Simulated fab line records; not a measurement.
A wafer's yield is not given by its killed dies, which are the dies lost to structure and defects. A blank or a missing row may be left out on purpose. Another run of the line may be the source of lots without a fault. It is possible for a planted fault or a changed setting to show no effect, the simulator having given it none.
A struck lot beside a sound one ; flow n5_finfet ; 24 out of 1938 route steps
Sound: wafers L710.1, L710.2, L710.4. Struck: wafers L711.1, L711.5. (L711.3 of the same lot was not struck and is left out.) The cause comes at the end.
At each step with rows: each side's tool, then ch and its chambers, then its first start. Under that, the readings that differ: sound wafers ; struck wafers ; difference of the means ; sigmas: that difference in standard deviations of wafers without a fault.
alike: readings whose means differ by less than 2 such deviations, and words and numbers that are the same on both sides. not compared: withheld readings, readings that some wafer has no value for, bounds like >300 that may hide the same value, and numbers for which the record gives no deviation and whose values overlap.
A row with sigmas, a row that says differs or no value, or rows on one side alone: a step with any of these is where the two part. Non-overlapping numbers with no deviation appear without sigmas and do not part them. A reading missing from all wafers of one side parts the sides only when that side holds two or more wafers.

first, 8 steps without rows for these wafers: N5_BEOL_M15_ECD_47 (material Cu, target thk 1860 nm); N5_BEOL_M15_ANNEAL_48 (time 90 s); N5_BEOL_M15_CMP_49 (polishes, stops on SiO2, t overpolish 4.9 s, target thk 850 nm); N5_BEOL_M15_PRE_CLEAN_52 (time 15 s); N5_BEOL_M15_DEP_53 (deposits SiCN from 3MS/NH3, target thk 50 nm, time 17.8 s); N5_PASSIVATION_PECVD_00 (deposits SiO2 from SiH4/N2O, target thk 200 nm, time 11.2 s); N5_MIM_BOT_DEGAS_01 (time 60 s); N5_MIM_BOT_SPUTTER_00 (material TiN, target thk 35 nm, time 89.7 s).
N5_MIM_TOP_ALD_00: deposits Al2O3, purge time 3 s, co reactant pulse time 3 s.
  sound on ald_hk-01 ch 1,2,3, day 13 21:11; struck on ald_hk-01 ch 1, day 14 07:20
  alike: precursor_pulse_height_rel
then, 12 steps without rows for these wafers: N5_MIM_TOP_ALD_01 (deposits HfO2, target thk 5.6 nm, pulse time 1 s, purge time 3 s); N5_MIM_TOP_ALD_02 (deposits Al2O3, purge time 3 s, co reactant pulse time 3 s); N5_MIM_TOP_DEGAS_04 (time 60 s); N5_MIM_TOP_SPUTTER_03 (material TiN, target thk 35 nm, time 89.7 s); N5_MIM_TOP_LITHO_HMDS_01 (time 60 s); N5_MIM_TOP_LITHO_COAT_02; N5_MIM_TOP_LITHO_EBR_04; N5_MIM_TOP_LITHO_SOFTBAKE_03 (time 90 s); N5_MIM_TOP_LITHO_EXPOSE_05 (exposes mask MIM TOP, target cd 2000 nm); N5_MIM_TOP_LITHO_PEB_06; N5_MIM_TOP_LITHO_DEVELOP_07 (develop time 60 s); N5_MIM_TOP_LITHO_HARDBAKE_09 (time 120 s).
N5_MIM_TOP_LITHO_INSPECT_12: inspects for defects (macro).
  sound on defect_inspect-01, day 13 23:01; struck on defect_inspect-01, day 14 08:31
reading;sound;struck;difference;sigmas
raw_defect_count;2 2 3;>300 >300;differs;
then, 1 step without rows for these wafers: N5_MIM_TOP_LITHO_DESCUM_10 (chemistry O2, time 7.9 s).
N5_PASSIVATION_PROBE_49:
  record: rows for the struck wafers here (prober-02, day 14 20:14), none for the sound ones

WHERE THEY PART
Earliest at N5_MIM_TOP_LITHO_INSPECT_12; latest, in this record, at N5_PASSIVATION_PROBE_49.

WHY: whatever the simulator had introduced
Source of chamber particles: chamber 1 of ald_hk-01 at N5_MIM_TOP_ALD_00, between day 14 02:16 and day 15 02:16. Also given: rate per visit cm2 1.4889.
